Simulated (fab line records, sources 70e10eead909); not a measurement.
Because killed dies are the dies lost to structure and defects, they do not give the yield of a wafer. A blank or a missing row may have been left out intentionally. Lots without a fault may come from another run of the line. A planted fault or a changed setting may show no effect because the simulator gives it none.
A struck lot beside a sound one    flow nandHarc    14 steps out of a route of 1302
Sound: wafers L451.2, L451.5, L451.6. Wafers struck: L458.2, L458.3, L458.5. The cause is given at the end.
For every step that has rows: the tool of each side, followed by ch and its chambers, followed by its first start. Under that, the readings that differ: sound wafers    struck wafers    difference of the means    sigmas: that difference in standard deviations of wafers without a fault.
alike: a reading whose means differ by less than 2 such deviations, as well as words and numbers matching on both sides. not compared: withheld readings; readings where some wafer has no value; bounds like >300 that might hide an equal value; numbers whose values overlap and for which the record gives no deviation.
The two part at a step that has a row with sigmas, a row that says differs or no value, or rows on one side only. Non-overlapping numbers with no deviation appear without sigmas and do not part them. A reading missing from all wafers of one side parts the sides only when that side holds two or more wafers.

NHARC_A_M1_PRE_CLEAN_32: time 12 s.
  sound on pecvd-02 ch 0,1, day 24 12:50; struck on pecvd-02 ch 1, day 27 17:37
  alike: heaterPowerW
NHARC_A_M1_DEP_33: deposits SiCN, target thk 30 nm.
  sound on pecvd-02 ch 0,1, day 24 12:59; struck on pecvd-02 ch 1, day 27 17:56
  alike: heaterPowerW, showerheadVppV
NHARC_A_BONDPAD_DEP_00: deposits SiCN, target thk 250 nm.
  sound on pecvd-04 ch 0,1,2, day 24 13:27; struck on pecvd-01 ch 0,1,2, day 27 19:04
  alike: heaterPowerW, showerheadVppV
NHARC_A_BONDPAD_CMP_29: polishes SiCN, target thk 200 nm.
  sound on cmp-02 ch 1,2, day 24 13:52; struck on cmp-02 ch 0,3, day 27 19:26
  alike: motorCurrentA
NHARC_A_BONDPAD_THK_MEAS_30: measures by ellipsometry.
  sound: filmMetro-01 at day 24 14:07; struck: filmMetro-01 at day 27 19:41
  alike: thkNm
then, 7 steps without rows for these wafers: NHARC_A_BONDPAD_SRD_31; NHARC_A_BONDPAD_DEHYDRATE_01 (time 120 s); NHARC_A_BONDPAD_HMDS_02 (time 30 s); NHARC_A_BONDPAD_COAT_33 (time 65 s); NHARC_A_BONDPAD_COAT_03 (resist thk 600 nm); NHARC_A_BONDPAD_SOFTBAKE_04 (time 70 s); NHARC_A_BONDPAD_EBR_05.
NHARC_A_BONDPAD_EXPOSE_06: exposes mask A BPAD.
  sound on krfScanner-03 ch 0, day 24 14:32; struck on krfScanner-03, day 27 19:58
  no value came back on the struck wafers for exposureDoseMJCm2, focusOffsetNm (nm); on the sound wafers exposureDoseMJCm2 reads 36.98 36.95 36.99
  alike: mask
then, 1 step without rows for these wafers: NHARC_A_BONDPAD_PEB_07 (peb time 80 s).

WHERE THEY PART
At NHARC_A_BONDPAD_EXPOSE_06 and nowhere else, as far as this record goes.

WHY: whatever the simulator had introduced
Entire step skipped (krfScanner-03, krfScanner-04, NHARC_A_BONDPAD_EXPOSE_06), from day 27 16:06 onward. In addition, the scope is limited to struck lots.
